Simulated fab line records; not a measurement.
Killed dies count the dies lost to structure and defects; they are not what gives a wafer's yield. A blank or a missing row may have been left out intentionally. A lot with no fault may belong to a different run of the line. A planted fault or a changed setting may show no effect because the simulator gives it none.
Matching of chambers || flow n5-finfet || 3 sister chambers for N5_BEOL_M5_CURE_80 on uv-cure-02
The step cures SiCOH lowk, time 120 s. 3 wafers are shown with their chamber, then 10 later ones without.

## WAFERS PAIRED WITH THEIR CHAMBERS
{"wafer": "L081.6", "chamber": 0, "wafer_temp_C_max": 371.4}
{"wafer": "L083.6", "chamber": 2, "wafer_temp_C_max": 371.1}
{"wafer": "L090.3", "chamber": 1, "wafer_temp_C_max": 372.8}

## WAFERS WHOSE CHAMBER IS MISSING
{"wafer": "L090.5", "wafer_temp_C_max": 373.5}
{"wafer": "L091.3", "wafer_temp_C_max": 371.2}
{"wafer": "L091.4", "wafer_temp_C_max": 371.0}
{"wafer": "L091.6", "wafer_temp_C_max": 371.0}
{"wafer": "L094.2", "wafer_temp_C_max": 371.2}
{"wafer": "L094.4", "wafer_temp_C_max": 371.4}
{"wafer": "L094.5", "wafer_temp_C_max": 371.4}
{"wafer": "L097.1", "wafer_temp_C_max": 371.6}
{"wafer": "L097.3", "wafer_temp_C_max": 371.2}
{"wafer": "L097.4", "wafer_temp_C_max": 371.8}

## THE CHAMBER EACH PASSED THROUGH
{"wafer": "L090.5", "from the rows above": 1, "in truth": 1}
{"wafer": "L091.3", "from the rows above": "can't be placed: 2 or 0", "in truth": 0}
{"wafer": "L091.4", "from the rows above": "can't be placed: 2 or 0", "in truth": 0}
{"wafer": "L091.6", "from the rows above": "can't be placed: 2 or 0", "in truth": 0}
{"wafer": "L094.2", "from the rows above": "can't be placed: 2 or 0", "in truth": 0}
{"wafer": "L094.4", "from the rows above": "can't be placed: 0 or 2", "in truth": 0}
{"wafer": "L094.5", "from the rows above": "can't be placed: 0 or 2", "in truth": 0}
{"wafer": "L097.1", "from the rows above": "can't be placed: 0 or 2", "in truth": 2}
{"wafer": "L097.3", "from the rows above": "can't be placed: 2 or 0", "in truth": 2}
{"wafer": "L097.4", "from the rows above": "can't be placed: 0 or 2", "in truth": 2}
Correct placement for 1 of the 10. These rows do not allow placing 9 (true chamber among the candidates in 9). 0 placed wrongly.
How it was worked out, from the rows above alone: a wafer's distance from a chamber is the root of the sum, over the readings, of the square of ((its reading less the chamber's mean) divided by the reading's scatter). The wafer belongs to the nearest chamber; if the next one is less than 2 further off, it can't be placed. A chamber's mean is the mean of its shown wafers. The scatter: root of mean squared gap, hidden wafer to nearest shown wafer, with one shown wafer a chamber.
